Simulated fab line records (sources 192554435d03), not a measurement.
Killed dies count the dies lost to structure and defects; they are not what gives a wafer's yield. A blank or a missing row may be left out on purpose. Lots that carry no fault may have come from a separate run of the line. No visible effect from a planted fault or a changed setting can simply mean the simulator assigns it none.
Struck lot and sound lot, side by side || flow n5_finfet || 14 out of 1938 route steps
Sound: wafers L486.1, L486.2, L486.5. Wafers L506.1, L506.3, L506.6 were the ones struck. The cause is given at the end.
For every step that has rows: the tool of each side, followed by ch and its chambers, followed by its first start. Under that, the readings that differ: sound wafers || struck wafers || difference of the means || sigmas: that difference in standard deviations of wafers without a fault.
alike: words and numbers the same on both sides, and readings whose means are apart by under 2 such deviations; not compared: readings that were withheld, readings missing a value for some wafer, numbers with overlapping values and no deviation given by the record, and bounds like >300 which may hide the same value.
A row with sigmas, a row that says differs or no value, or rows on one side alone: a step with any of these is where the two part. When numbers do not overlap yet have no deviation, they are printed without sigmas and do not part them. A reading that every wafer of one side lacks parts them only if that side has two wafers or more.

N5_MIM_BOT_ETCH_ETCH_00: etches TiN in Cl2/BCl3, target depth 45.5 nm.
  sound on rie_metal-01 ch 0,1, day 12 01:47; struck on rie_metal-02 ch 0,1, day 17 02:52
  alike: bcl3_flow_sccm, bias_w, drypump_motor_current_A, oes_product_au, rf_fwd_power_W, throttle_valve_pct
  not compared: rf_hours_counter_h
N5_MIM_BOT_ETCH_STRIP_01: strips in O2.
  sound on rie_diel-02 ch 0,2,3, day 12 01:56; struck on rie_diel-05 ch 0,2,3, day 17 03:01
  alike: drypump_motor_current_A, oes_product_au, rf_vpp_V, showerhead_plenum_p_Torr, throttle_valve_pct
  not compared: rf_hours_counter_h
then, 3 steps without rows for these wafers: N5_MIM_BOT_ETCH_STRIP_02 (strips in post etch residue remover, time 1200 s); N5_MIM_BOT_ETCH_CLEAN_05 (cleans in IPA, time 180 s); N5_MIM_BOT_ETCH_SRD_06 (time 30 s).
N5_PASSIVATION_PECVD_55: deposits SiO2 from SiH4/N2O, target thk 400 nm, time 22.5 s.
  sound on pecvd-02 ch 0,2, day 12 02:26; struck on pecvd-03 ch 1,2, day 17 03:33
  alike: chamber_pressure_Torr, heater_power_w, rf_fwd_power_W, showerhead_plenum_p_Torr, susceptor_temp_C, throttle_valve_pct
N5_PASSIVATION_PECVD_01: deposits SiNx from SiH4/NH3/N2, target thk 200 nm, time 43.2 s.
  sound on pecvd-02 ch 0,2, day 12 02:28; struck on pecvd-03 ch 1,2, day 17 03:35
  alike: chamber_pressure_Torr, heater_power_w, rf_fwd_power_W, showerhead_plenum_p_Torr, susceptor_temp_C, throttle_valve_pct
then, 5 steps without rows for these wafers: N5_PASSIVATION_HMDS_03 (time 60 s); N5_PASSIVATION_COAT_04; N5_PASSIVATION_EBR_06; N5_PASSIVATION_SOFTBAKE_05 (time 90 s); N5_PASSIVATION_EXPOSE_07 (exposes mask TV, defocus 0 nm, target cd 3000 nm).
N5_PASSIVATION_PEB_08:
  struck on litho_track-03, day 17 03:50; sound on litho_track-05 ch 0, day 12 04:32
{"reading": "exhaust_pa (Pa)", "sound": "44.2 44.4 42.9", "struck": "- - -", "difference": "no value on the struck wafers", "sigmas": ""}
  not compared: chill_plate_temp_C, peb_time_s, resist_line_temp_C
then, 1 step without rows for these wafers: N5_PASSIVATION_DEVELOP_09 (develop time 60 s).

## WHERE THEY PART
Within this record, at N5_PASSIVATION_PEB_08 only.

WHY: whatever the simulator had introduced
At N5_PASSIVATION_PEB_08, the step was skipped entirely on litho_track-03 from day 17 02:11 on. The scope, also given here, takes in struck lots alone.
